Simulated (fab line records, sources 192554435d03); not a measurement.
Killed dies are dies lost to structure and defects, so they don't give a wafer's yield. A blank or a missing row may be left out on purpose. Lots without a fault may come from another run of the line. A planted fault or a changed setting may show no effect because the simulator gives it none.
fab line records | flow n5_finfet
record lots=6 wafers=18 last_day=18
route steps=1938 shown ILD0@336 SDB@347 BEOL_M4@1111 PASSIVATION@1936
lots that met no fault: from a run of the same line without faults
start_h: hours from the record's first day to the start of the lot's first wafer shown | wait_h: hours since the lot's step before | " the same as in the row above | L1.1+2: a row that stands for several wafers | - no value, or no start given | * or withheld: withheld | < > ~ a bound
route shown NAME@n: a module of which the file shows steps, and the number in the route of the first | usual: mean/standard deviation of fault-free wafers | same: alike in all rows | chamber/n: place in a boat | sites: the reading at each site | _std_site: their standard deviation | _edge_site: outer sites' mean less inner sites' | radius_mm: how far each site lies from the wafer's centre | mask NAME#n: copy n | behind: the tool/chamber that last shaped the wafer | hold: why the lot was held/for how many hours/how that ended | device: the transistor (n, p or np) that didn't switch | end of line: the same wafers' tests at the end of the route | a step without rows: its recipe alone | killed: dies lost to structure and defects at the first sort, not the wafer's yield | map: a wafer's dies, x killed, . not, _ none there
set.NAME: the setting as run; set.NAME@STEP: as run at that earlier step | model.NAME: the simulator's own value behind a step, which no gauge read
lots at some steps of the route; a table a step, a row a wafer
services: from which hour (start_h, from the record's first day; less than 0 if before it) a tool's chamber was out of use, for how many hours, and why
## steps
# step N5_ILD0_FCVD_FILL_01
# recipe material=SiO2_flowable target_thk_a=2000 temp_c=100 pressure_torr=0.8 rf_w=2000 time_s=328.3
# step N5_ILD0_CURE_02
# recipe temp_c=450 time_s=1800 ambient=steam idle_temp_c=400 ramp_up_c_per_min=5 ramp_down_c_per_min=3 densification_p_h2o_torr=640
# step N5_ILD0_CMP_03
# recipe stop_on=SiNx t_overpolish_s=1.9 post_cmp_clean=alkaline_brush down_force_psi=4.1491 platen_rpm=51.796 pad_velocity_m_s=1.0306 target_thk_nm=197.38
# usual motor_current_A=11.8/1.6 overpolish_run_s=1.901/0.0085 slurry_flow_ml_min=150.1/0.48 time_to_endpoint_s=74/4.7
# columns lot.wafer tool chamber start_h wait_h motor_current_A overpolish_run_s slurry_flow_ml_min time_to_endpoint_s
L894.1 cmp-02 0 80.98 0.0 12.4 1.896 150.1 78
L894.2 " 1 " " 11.7 1.912 149.4 76
L894.5 " 0 " " 12.9 1.907 149.8 80
L898.1 cmp-01 1 103.07 0.1 12.0 1.893 150.1 69
L898.3 " 3 " " 12.4 1.922 149.6 65
L898.5 " 1 " " 12.2 1.904 150.4 67
L906.2 cmp-02 0 152.19 0.0 12.3 1.906 150.0 81
L906.3 " 2 " " 9.8 1.904 149.6 83
L906.1 " 3 " " 10.3 1.905 150.6 81
L907.4 cmp-01 0 159.51 0.0 15.7 1.916 150.1 67
L907.2 " 2 " " 13.0 1.892 150.7 70
L907.6 " 0 " " 14.9 1.916 150.2 65
L910.3 cmp-03 0 177.41 0.0 10.3 1.887 149.9 73
L910.4 " 1 " " 10.1 1.906 150.8 79
L910.1 " 3 " " 12.7 1.903 151.2 77
L914.4 cmp-03 1 203.26 0.1 10.0 1.902 150.5 73
L914.3 " 2 " " 11.1 1.924 149.4 72
L914.2 " 3 " " 12.7 1.904 150.0 71
# step N5_ILD0_THK_MEAS_04
# usual thk_nm=198.0/1.2
# columns lot.wafer tool chamber start_h wait_h thk_nm
L894.1 film_metro-02 - 81.27 - 199.6
L894.2 " - " " 198.3
L894.5 " - " " 199.0
L898.1 film_metro-02 - 103.33 - 196.7
L898.3 " - " " 196.7
L898.5 " - " " 197.6
L906.1 film_metro-02 - 152.49 - 198.2
L906.2 " - " " 199.0
L906.3 " - " " 197.6
L907.2 film_metro-01 - 159.81 - 199.7
L907.4 " - " " 197.8
L907.6 " - " " 197.7
L910.1 film_metro-02 - 177.71 - 197.7
L910.3 " - " " 197.7
L910.4 " - " " 199.7
L914.2 film_metro-01 - 203.51 - 196.2
L914.3 " - " " 197.0
L914.4 " - " " 198.5
# step N5_ILD0_CMP_07
# recipe stop_on=poly-Si material=SiO2_flowable t_overpolish_s=1.18 post_cmp_clean=alkaline_brush down_force_psi=4.1491 platen_rpm=51.796 pad_velocity_m_s=1.0306 target_thk_nm=138.88
# usual motor_current_A=11.3/1.4 slurry_flow_ml_min=150.0/0.49
# columns lot.wafer tool chamber start_h wait_h motor_current_A slurry_flow_ml_min
L894.2 cmp-03 1 81.30 0.0 10.2 149.5
L894.1 " 2 " " 11.2 150.1
L894.5 " 1 " " 9.8 149.0
L898.3 cmp-02 1 103.36 0.0 11.5 150.6
L898.1 " 3 " " 10.3 150.4
L898.5 " 2 " " 9.7 149.3
L906.2 cmp-03 2 152.56 0.1 11.1 149.5
L906.1 " 3 " " 12.0 150.4
L906.3 " 0 " " 10.4 150.1
L907.4 cmp-03 0 159.87 0.1 10.3 150.5
L907.2 " 2 " " 11.0 149.5
L907.6 " 3 " " 13.0 150.3
L910.4 cmp-03 3 177.86 0.2 12.6 149.9
L910.1 " 0 " " 10.1 149.7
L910.3 " 1 " " 10.5 150.1
L914.4 cmp-01 2 203.54 0.0 12.5 149.2
L914.3 " 3 " " 11.5 149.7
L914.2 " 0 " " 15.2 150.5
# step N5_ILD0_THK_MEAS_08
# usual thk_nm=139.5/1.1
# columns lot.wafer tool chamber start_h wait_h thk_nm
L894.1 film_metro-02 - 81.60 - 141.1
L894.2 " - " " 141.3
L894.5 " - " " 141.0
L898.1 film_metro-02 - 103.66 - 139.4
L898.3 " - " " 140.2
L898.5 " - " " 140.1
L906.1 film_metro-01 - 152.81 - 138.3
L906.2 " - " " 138.3
L906.3 " - " " 138.5
L907.2 film_metro-01 - 160.13 - 138.5
L907.4 " - " " 138.4
L907.6 " - " " 137.6
L910.1 film_metro-02 - 178.16 - 138.4
L910.3 " - " " 139.5
L910.4 " - " " 138.4
L914.2 film_metro-01 - 203.84 - 139.5
L914.3 " - " " 139.4
L914.4 " - " " 142.9
# step N5_ILD0_PRECLEAN_10
# recipe chemistry=NF3:NH3 afs_cycles=5 time_s=20 temp_c=30 sublimation_temp_c=180 sublimation_time_s=60 pressure_torr=3 rf_power_w=30
# step N5_ILD0_ALD_15
# recipe material=SiNx target_thk_a=240 temp_c=400 ald_precursor_family=SiH2I2 ald_co_reactant=N2/H2-plasma pulse_time_s=1 ald_cycles=480 purge_time_s=2 co_reactant_purge_time_s=2 pressure_torr=2
# usual heater_power_w=827/74 precursor_pulse_height_rel=0.997/0.019
# columns lot.wafer tool chamber start_h wait_h heater_power_w precursor_pulse_height_rel
L894.1 ald_sin-04 2 82.31 0.6 908 0.971
L894.2 " 3 " " 964 1.008
L894.5 " 1 83.40 1.2 888 1.003
L898.1 ald_sin-03 0 104.37 0.6 850 0.998
L898.3 " 3 " " 772 0.970
L898.5 " 3 105.46 1.2 778 0.992
L906.1 ald_sin-03 1 153.53 0.6 688 1.014
L906.2 " 0 " " 851 1.029
L906.3 " 2 " " 924 0.988
L907.2 ald_sin-02 2 161.33 0.9 782 0.975
L907.4 " 1 " " 833 1.013
L907.6 " 1 162.42 1.6 838 1.039
L910.1 ald_sin-04 2 178.88 0.6 844 1.013
L910.3 " 1 " " 881 0.987
L910.4 " 0 " " 740 1.009
L914.2 ald_sin-02 3 204.55 0.5 723 0.980
L914.3 " 2 " " 784 0.985
L914.4 " 3 205.64 1.3 747 1.008
# step N5_ILD0_CMP_12
# recipe stop_on=poly-Si material=SiNx t_overpolish_s=6 post_cmp_clean=alkaline_brush down_force_psi=2.5 platen_rpm=51.8 pad_velocity_m_s=1.0307 target_thk_nm=17.67
# usual motor_current_A=8.6/1.1 overpolish_run_s=6.000/0.0099 slurry_flow_ml_min=150.0/0.51 time_to_endpoint_s=30.3/2.4
# columns lot.wafer tool chamber start_h wait_h motor_current_A overpolish_run_s slurry_flow_ml_min time_to_endpoint_s
L894.1 cmp-02 2 84.51 1.1 7.1 5.994 150.5 30.6
L894.2 " 0 " " 9.8 6.001 150.2 31.6
L894.5 " 3 " " 7.9 6.008 150.1 32.6
L898.3 cmp-03 3 106.58 1.1 9.4 5.972 150.7 31.3
L898.1 " 1 " " 7.7 5.990 150.1 31.4
L898.5 " 0 " " 7.7 6.001 150.4 29.5
L906.1 cmp-03 3 155.73 1.1 9.2 6.005 150.0 30.4
L906.2 " 0 " " 7.6 5.998 148.9 33.0
L906.3 " 1 " " 7.8 6.001 150.0 34.3
L907.2 cmp-03 3 163.53 1.1 9.4 6.013 149.6 29.4
L907.4 " 2 " " 8.2 6.008 149.2 27.0
L907.6 " 0 " " 7.5 5.985 149.8 27.4
L910.1 cmp-02 2 181.08 1.1 6.9 6.013 150.0 30.8
L910.4 " 3 " " 6.9 5.993 149.1 32.0
L910.3 " 1 " " 8.5 6.004 151.0 30.2
L914.2 cmp-01 1 206.76 1.1 9.1 5.977 149.8 30.3
L914.4 " 2 " " 9.0 6.006 149.9 31.4
L914.3 " 0 " " 10.9 6.001 149.8 27.5
# step N5_ILD0_THK_MEAS_13
# usual thk_nm=18.2/1.1
# columns lot.wafer tool chamber start_h wait_h thk_nm
L894.1 film_metro-01 - 84.81 - 19.6
L894.2 " - " " 20.4
L894.5 " - " " 20.8
L898.1 film_metro-02 - 106.87 - 18.5
L898.3 " - " " 17.4
L898.5 " - " " 16.8
L906.1 film_metro-02 - 156.02 - 17.2
L906.2 " - " " 17.5
L906.3 " - " " 18.8
L907.2 film_metro-01 - 163.83 - 18.0
L907.4 " - " " 18.2
L907.6 " - " " 17.4
L910.1 film_metro-01 - 181.37 - 17.5
L910.3 " - " " 17.8
L910.4 " - " " 19.2
L914.2 film_metro-02 - 207.05 - 17.1
L914.3 " - " " 16.6
L914.4 " - " " 18.1
# step N5_ILD0_INSPECT_06
# recipe inspect_instrument=darkfield mode=post_cmp
# usual raw_defect_count=37/16
# columns lot.wafer tool chamber start_h wait_h raw_defect_count
L894.1 defect_inspect-01 - 84.83 0.0 53
L894.2 " - " " 19
L894.5 " - " " 55
L898.1 defect_inspect-02 - 106.89 0.0 23
L898.3 " - " " 38
L898.5 " - " " 31
L906.1 defect_inspect-01 - 156.05 0.0 22
L906.2 " - " " 21
L906.3 " - " " 25
L907.2 defect_inspect-02 - 163.85 0.0 26
L907.4 " - " " 68
L907.6 " - " " 81
L910.1 defect_inspect-01 - 181.40 0.0 31
L910.3 " - " " 15
L910.4 " - " " 17
L914.2 defect_inspect-01 - 207.08 0.0 46
L914.3 " - " " 42
L914.4 " - " " 41
# step N5_SDB_HM_DEP_00
# recipe material=SiNx target_thk_a=400 temp_c=400 precursor=SiH4/NH3/N2 pressure_torr=1.5 rf_w=300 time_s=35.3
# usual heater_power_w=711/110 showerhead_plenum_p_Torr=5.17/0.06 throttle_valve_pct=38.8/1.5
# columns lot.wafer tool chamber start_h wait_h heater_power_w showerhead_plenum_p_Torr throttle_valve_pct
L894.1 pecvd-04 0 84.87 0.0 554 5.27 40.4
L894.2 " 1 " " 637 5.17 37.2
L894.5 " 2 " " 803 5.13 37.7
L898.1 pecvd-04 1 106.93 0.0 607 5.19 37.5
L898.3 " 0 " " 640 5.26 40.5
L898.5 " 0 " " 620 5.27 40.7
L906.1 pecvd-04 1 156.09 0.0 708 5.18 37.1
L906.2 " 0 " " 634 5.26 40.8
L906.3 " 2 " " 757 5.13 38.3
L907.2 pecvd-04 0 163.89 0.0 626 5.25 40.7
L907.4 " 1 " " 713 5.18 37.4
L907.6 " 0 " " 606 5.26 40.9
L910.1 pecvd-04 1 181.43 0.0 702 5.18 37.3
L910.3 " 2 " " 734 5.14 38.2
L910.4 " 2 " " 699 5.13 38.5
L914.2 pecvd-04 1 207.11 0.0 637 5.18 37.5
L914.3 " 2 " " 716 5.14 38.2
L914.4 " 0 " " 618 5.26 40.8
# step N5_SDB_COAT_03
# recipe resist=SOC temp_c=250 time_s=60 spin_rpm=1500 resist_thk_nm=100
# usual heater_power_total_W=500.5/1.8 plate_temp_C=250.00/0.18
# columns lot.wafer tool chamber start_h wait_h heater_power_total_W plate_temp_C
L894.1 litho_track-04 0 84.95 0.1 500.2 249.80
L894.2 " 0 " " 499.4 249.84
L894.5 " 0 " " 502.3 249.93
L898.1 litho_track-03 0 107.01 0.1 502.1 250.35
L898.3 " 0 " " 502.2 249.88
L898.5 " 0 " " 499.4 249.96
L906.1 litho_track-04 0 156.17 0.1 850.3 269.76
L906.2 " 0 " " 852.6 270.05
L906.3 " 0 " " 852.2 269.90
L907.2 litho_track-05 0 163.97 0.1 501.4 249.88
L907.4 " 0 " " 497.8 249.72
L907.6 " 0 " " 501.2 249.99
L910.1 litho_track-04 0 181.52 0.1 852.5 270.24
L910.3 " 0 " " 852.4 270.26
L910.4 " 0 " " 850.3 269.98
L914.2 litho_track-05 0 207.19 0.1 499.2 250.00
L914.3 " 0 " " 499.5 250.23
L914.4 " 0 " " 500.5 250.06
# step N5_SDB_COAT_04
# recipe resist=SiARC temp_c=220 time_s=60 spin_rpm=1500 resist_thk_nm=18
# step N5_BEOL_M4_RC_MEAS_101
# usual DIBL_N=36.3/2 DIBL_P=36.3/2.4 IOFF_N=0.16/0.034 IOFF_P=0.21/0.035 ION_N=672/12 ION_P=459/6.5 SS_N=71.6/0.67 SS_P=73.3/0.71 VT_N=250/3.5 VT_P=-251/3
# columns lot.wafer tool chamber start_h wait_h DIBL_N[mV/V] DIBL_P[mV/V] IOFF_N[nA/um] IOFF_P[nA/um] ION_N[uA/um] ION_P[uA/um] SS_N[mV/dec] SS_P[mV/dec] VT_N[mV] VT_P[mV]
L894.1 prober-02 0 184.66 0.0 33.2 31.9 0.11 0.14 658 449 70.6 71.5 254 -256
L894.2 " 0 " " 32.4 31.4 0.10 0.14 661 463 70.6 72.0 255 -257
L894.5 " 0 " " 34.3 33.2 0.13 0.16 681 466 71.1 72.6 254 -253
L898.1 prober-02 0 219.81 0.0 33.2 32.5 0.13 0.17 669 456 72.0 72.4 251 -255
L898.3 " 0 " " 35.0 35.7 0.16 0.22 673 462 72.4 73.3 249 -247
L898.5 " 0 " " 32.8 32.0 0.12 0.17 652 446 71.1 72.3 253 -250
L906.1 prober-01 0 286.38 0.0 35.8 36.9 0.16 0.23 665 459 71.2 72.6 248 -249
L906.2 " 0 " " 35.9 35.9 0.16 0.22 663 457 72.1 73.2 247 -246
L906.3 " 0 " " 37.4 37.9 0.19 0.26 681 467 72.0 73.2 247 -247
L907.2 prober-02 0 303.11 0.2 36.4 37.4 0.15 0.21 669 465 71.6 72.7 252 -247
L907.4 " 0 " " 33.7 33.8 0.12 0.17 669 471 70.9 71.8 252 -251
L907.6 " 0 " " 36.4 36.4 0.15 0.20 660 458 71.6 73.0 250 -249
L910.1 prober-02 0 308.21 0.0 37.4 37.5 0.17 0.20 680 459 71.4 73.3 249 -252
L910.3 " 0 " " 37.2 36.5 0.17 0.19 679 454 72.1 73.0 249 -252
L910.4 " 0 " " 35.2 35.1 0.14 0.17 676 457 71.1 73.0 249 -256
L914.2 prober-01 0 326.54 0.2 38.5 39.2 0.23 0.26 693 467 72.8 73.9 242 -247
L914.3 " 0 " " 37.8 38.4 0.23 0.26 685 459 72.2 73.7 243 -247
L914.4 " 0 " " 38.6 39.4 0.23 0.26 686 460 71.8 74.3 244 -245
# step N5_PASSIVATION_PROBE_49
# usual defect_limited_yield=91.4/1.5 killed_at_M0_to_M3=33/11 killed_at_M4_up=14/5.3 killed_at_contacts=13/6.2 killed_at_front_end=39/13 killed_at_other=3.1/2.8 killed_dies=102/17 killed_on_rim=13/3.8 killed_open=68/13 killed_short=32/7.8 sort_bin_5_function=5.1/0.95 sort_bin_6_memory=3.2/0.7 sort_n_pass=1078/18 sort_yield_pct=91.3/1.5
# same gross_dies=1180 killed_at_back_side=0 sort_bin_4_leakage[%]=0 sort_bin_8_speed[%]=0
# columns lot.wafer tool chamber start_h wait_h defect_limited_yield[%] killed_at_M0_to_M3 killed_at_M4_up killed_at_contacts killed_at_front_end killed_at_other killed_dies killed_on_rim killed_open killed_short sort_bin_5_function[%] sort_bin_6_memory[%] sort_n_pass sort_yield_pct[%]
L898.1 prober-01 - 319.35 0.0 90.8 31 19 9 49 1 109 14 68 41 5.7 3.4 1071 90.8
L898.3 prober-01 - 319.45 0.1 91.3 32 7 2 60 2 103 12 59 43 5.3 3.2 1077 91.3
L898.5 prober-01 - 319.55 0.2 90.2 48 9 8 51 0 116 12 79 37 7.2 2.4 1064 90.2
L907.2 prober-01 - 409.88 0.1 91.9 33 8 26 23 6 96 12 61 30 4.5 3.0 1084 91.9
L907.4 prober-01 - 409.98 0.2 90.3 34 16 26 38 1 115 23 74 34 4.5 4.2 1065 90.3
L907.6 prober-01 - 410.08 0.3 93.3 20 16 10 30 3 79 10 50 27 4.1 2.2 1101 93.3
L910.1 prober-02 - 422.86 0.0 91.2 44 7 18 33 2 104 15 80 22 5.1 3.6 1076 91.2
L910.3 prober-02 - 422.96 0.1 88.5 53 10 26 39 8 136 14 76 58 6.8 4.3 1044 88.5
L910.4 prober-02 - 423.01 0.2 88.7 77 12 16 27 1 133 22 88 45 6.3 4.2 1047 88.7
# killed by level:class
L898.1 FIN_SAQP:geometric_particle:short=14 FIN_SAQP:geometric_particle:open=11 BEOL_M4:geometric_particle:open=11 MOL_CONTACT_COAG:geometric_particle:open=8 BEOL_M0_SAQP:geometric_particle:open=8 BEOL_M1:geometric_particle:open=8 BEOL_M1:geometric_particle:short=7 STI_FIN_REVEAL:geometric_particle:open=6
L898.3 FIN_SAQP:geometric_particle:short=18 FIN_SAQP:geometric_particle:open=17 BEOL_M0_SAQP:geometric_particle:short=12 STI_FIN_REVEAL:geometric_particle:open=11 BEOL_M0_SAQP:geometric_particle:open=9 GATE_CUT:geometric_particle:short=7 BEOL_M1:geometric_particle:open=4 BEOL_M4:geometric_particle:open=3
L898.5 FIN_SAQP:geometric_particle:short=12 BEOL_M0_SAQP:geometric_particle:open=12 FIN_SAQP:geometric_particle:open=11 BEOL_M0_SAQP:geometric_particle:short=9 BEOL_M1:geometric_particle:open=9 MOL_CONTACT_COAG:geometric_particle:open=8 GATE_CUT:geometric_particle:short=7 STI_FIN_REVEAL:geometric_particle:open=7
L907.2 MOL_CONTACT_COAG:geometric_particle:open=18 MOL_CONTACT_COAG:geometric_particle:short=8 BEOL_M2:geometric_particle:open=8 BEOL_M3:geometric_particle:open=7 BEOL_M0_SAQP:geometric_particle:open=7 BEOL_M0_SAQP:geometric_particle:short=5 FIN_SAQP:geometric_particle:open=4 MIM_TOP:geometric_particle:short=4
L907.4 MOL_CONTACT_COAG:geometric_particle:open=22 BEOL_M3:geometric_particle:open=12 STI_FIN_REVEAL:geometric_particle:open=8 HKMG_FIN:area_etch=7 BEOL_M0_SAQP:geometric_particle:short=5 BEOL_M1:geometric_particle:open=5 BEOL_M4:geometric_particle:open=5 BEOL_M5:geometric_particle:short=5
L907.6 MOL_CONTACT_COAG:geometric_particle:open=9 BEOL_M4:geometric_particle:open=8 STI_FIN_REVEAL:geometric_particle:short=4 STI_FIN_REVEAL:geometric_particle:open=4 FIN_SAQP:geometric_particle:open=3 MIM_TOP:geometric_particle:short=3 ILD0:geometric_particle:short=3 ILD0:geometric_particle:open=3
L910.1 MOL_CONTACT_COAG:geometric_particle:open=14 FIN_SAQP:geometric_particle:open=10 BEOL_M0_SAQP:geometric_particle:open=10 BEOL_M3:geometric_particle:open=10 BEOL_M2:geometric_particle:open=9 BEOL_M0_SAQP:geometric_particle:short=6 STI_FIN_REVEAL:geometric_particle:open=5 FIN_SAQP:geometric_particle:short=4
L910.3 MOL_CONTACT_COAG:geometric_particle:open=20 BEOL_M0_SAQP:geometric_particle:short=17 BEOL_M0_SAQP:geometric_particle:open=15 BEOL_M3:geometric_particle:open=9 FIN_SAQP:geometric_particle:short=8 FIN_SAQP:geometric_particle:open=7 MOL_CONTACT_COAG:geometric_particle:short=5 BEOL_M2:geometric_particle:open=5
L910.4 BEOL_M0_SAQP:geometric_particle:open=35 BEOL_M0_SAQP:geometric_particle:short=25 MOL_CONTACT_COAG:geometric_particle:open=14 BEOL_M2:geometric_particle:open=6 FIN_SAQP:geometric_particle:open=5 BEOL_M3:geometric_particle:open=5 FIN_SAQP:geometric_particle:short=4 BEOL_M4:geometric_particle:open=4
## services
# columns tool chamber start_h hours kind
cmp-02 - 59.10 0.5 repair
cmp-03 - 78.30 0.3 repair
ald_sin-04 - 86.66 14.0 pm
cmp-03 - 91.87 5.3 pm
ald_sin-02 0 110.53 4.8 repair
pecvd-04 0 117.43 5.5 scheduled_down
ald_sin-04 0 119.66 9.7 repair
ald_sin-02 0 141.93 1.6 repair
ald_sin-04 0 144.09 3.0 repair
cmp-01 - 146.36 4.0 pm
cmp-03 - 147.29 3.1 repair
cmp-01 - 150.36 - consumable_replace:conditioner
cmp-01 - 150.36 - consumable_replace:pad
cmp-02 - 156.03 16.5 pm
pecvd-04 - 172.67 5.6 repair
cmp-01 - 173.90 7.2 repair
ald_sin-03 - 177.52 14.0 pm
ald_sin-02 - 183.50 0.2 repair
cmp-03 - 184.75 1.7 repair
cmp-01 - 187.32 1.9 repair
cmp-03 - 191.84 4.0 pm
ald_sin-04 0 197.08 28.9 repair
cmp-02 - 203.16 2.4 repair
cmp-03 - 205.24 4.4 pm
## key
first_sign step=N5_SDB_COAT_03 reading=heater_power_total_W direction=up sigmas=99+ usual=* struck=*
effect step=N5_SDB_COAT_03 reading=plate_temp_C direction=up sigmas=99+ usual=* struck=*
met_at N5_SDB_COAT_03
struck_wafers L906.1,L906.2,L906.3,L910.1,L910.3,L910.4
onset_between 84.95 156.17
fault kind=process_parameter_drift tool=litho_track-04 chamber=- onset_h=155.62 steps=N5_SDB_COAT_03 channel=temp_c offset=* shape=step end_h=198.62 acts_in=* stated=*
